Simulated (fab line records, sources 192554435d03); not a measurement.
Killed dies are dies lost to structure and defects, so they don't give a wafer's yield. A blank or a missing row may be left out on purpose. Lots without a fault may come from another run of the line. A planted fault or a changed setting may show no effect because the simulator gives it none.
A struck lot beside a sound one | flow n5_finfet | 36 steps out of a route of 1938
Sound: wafers L753.2, L753.3, L753.5. Struck: wafers L760.1, L760.5, L760.6. The cause comes at the end.
At each step with rows: each side's tool, then ch and its chambers, then its first start. Under that, the readings that differ: sound wafers | struck wafers | difference of the means | sigmas: that difference in standard deviations of wafers without a fault.
alike: readings whose means differ by less than 2 such deviations, and words and numbers that are the same on both sides. not compared: withheld readings, readings that some wafer has no value for, bounds like >300 that may hide the same value, and numbers for which the record gives no deviation and whose values overlap.
The two part at a step that has a row with sigmas, a row that says differs or no value, or rows on one side only. Numbers that don't overlap but have no deviation are shown without sigmas and don't part them. A reading that every wafer of one side lacks parts them only if that side has two wafers or more.

first, 9 steps without rows for these wafers: N5_BEOL_M4_ANNEAL_95 (time 240 s); N5_BEOL_M4_SPUTTER_96 (material Cu, target thk 4.5 nm, time 8.29 s); N5_BEOL_M4_ECD_50 (material Cu, target thk 300 nm); N5_BEOL_M4_ANNEAL_51 (time 90 s); N5_BEOL_M4_CMP_52 (polishes, stops on SiOC, t overpolish 6.8 s, target thk 40 nm); N5_BEOL_M4_PRE_CLEAN_60 (time 15 s); N5_BEOL_M4_CO_CAP_55 (material Co, precursor CCTBA/H2, target thk 2 nm, time 102.1 s); N5_BEOL_M4_PRE_CLEAN_56 (time 15 s); N5_BEOL_M4_DEP_57 (deposits SiCN from 3MS/NH3, target thk 8 nm, time 14 s).
N5_BEOL_M4_RC_MEAS_101:
  sound on prober-02 ch 0, day 11 12:56; struck on prober-02 ch 0, day 13 02:37
  alike: DIBL_N, DIBL_P, IOFF_N, IOFF_P, ION_N, ION_P, SS_N, SS_P, VT_N, VT_P
then, 24 steps without rows for these wafers: N5_BEOL_M5_ILD_DEP_00 (deposits SiCOH lowk from DEMS/porogen, target thk 140.64 nm, time 25.9 s); N5_BEOL_M5_CURE_79 (cures SiCOH lowk, time 240 s); N5_BEOL_M5_PECVD_70 (deposits SiO2 from TEOS/O2, target thk 16 nm, time 18 s); N5_BEOL_M5_HM_DEP_02 (deposits TiN, target thk 20 nm); N5_BEOL_M5_COAT_59 (time 60 s, resist thk 60 nm); N5_BEOL_M5_COAT_60 (time 60 s, resist thk 12 nm); N5_BEOL_M5_COAT_71 (time 60 s, resist thk 5 nm); N5_BEOL_M5_COAT_05 (resist thk 30 nm); N5_BEOL_M5_EBR_07; N5_BEOL_M5_SOFTBAKE_06 (time 60 s); N5_BEOL_M5_EXPOSE_08 (exposes mask M5, target cd 28 nm); N5_BEOL_M5_PEB_09 (peb time 60 s); N5_BEOL_M5_DEVELOP_10 (develop time 30 s); N5_BEOL_M5_DESCUM_16 (chemistry O2, time 7 s); N5_BEOL_M5_ETCH_72 (etches underlayer in N2/H2, target depth 6.5 nm, time 5.2 s); N5_BEOL_M5_ETCH_61 (etches SiARC in CF4, target depth 15.6 nm, time 26 s); N5_BEOL_M5_ETCH_62 (etches SOC in N2/H2, target depth 75 nm, overetch 15 nm, time 112.5 s); N5_BEOL_M5_STRIP_63 (strips in N2/H2); N5_BEOL_M5_STRIP_73 (strips in N2/H2); N5_BEOL_M5_STRIP_64 (strips in CF4); N5_BEOL_M5_HM_OPEN_17 (chemistry Cl2/BCl3, target TiN, target depth 20 nm, overetch 6 nm); N5_BEOL_M5_STRIP_19 (strips in O2); N5_BEOL_M5_COAT_65 (time 60 s, resist thk 60 nm); N5_BEOL_M5_COAT_66 (time 60 s, resist thk 12 nm).
N5_BEOL_M5_EXPOSE_25: exposes mask V4, defocus 10 nm.
  sound on euv_scanner-02 ch 0, day 11 17:34; struck on euv_scanner-02 ch 0, day 13 06:55
  alike: mask
-- the record jumps here: 4 days lie between the struck wafers' starts before and after (it left off in module BEOL_M5 and takes up again in module PASSIVATION, whose first step shown is number 1936 of the route) --
N5_PASSIVATION_PROBE_49:
  sound on prober-01, day 15 15:38; struck on prober-01, day 17 18:22
  reading                  | sound          | struck        | difference | sigmas
  defect_limited_yield (%) | 90.9 92.1 91.5 | 75.8 0 0      | -66.2      | -47
  killed_at_M4_up          | 15 19 15       | 198 1068 1076 | +764       | +99 or more
  killed_dies              | 107 93 100     | 285 1180 1180 | +782       | +49
  killed_on_rim            | 14 9 10        | 39 152 152    | +103       | +26
  sort_bin_5_function (%)  | 6.1 3.8 5.1    | 13.1 18.8 4.8 | +7.2       | +8
  sort_bin_6_memory (%)    | 2.6 3.6 3.3    | 9.8 3.9 4.7   | +3.0       | +4
  sort_n_pass              | 1073 1087 1080 | 895 0 0       | -782       | -46
  sort_yield_pct (%)       | 90.9 92.1 91.5 | 75.8 0 0      | -66.2      | -47
  alike: killed_at_M0_to_M3, killed_at_contacts, killed_at_front_end, killed_at_other, killed_open, killed_short

WHERE THEY PART
Only at N5_PASSIVATION_PROBE_49, within this record.

WHY: what the simulator had put in
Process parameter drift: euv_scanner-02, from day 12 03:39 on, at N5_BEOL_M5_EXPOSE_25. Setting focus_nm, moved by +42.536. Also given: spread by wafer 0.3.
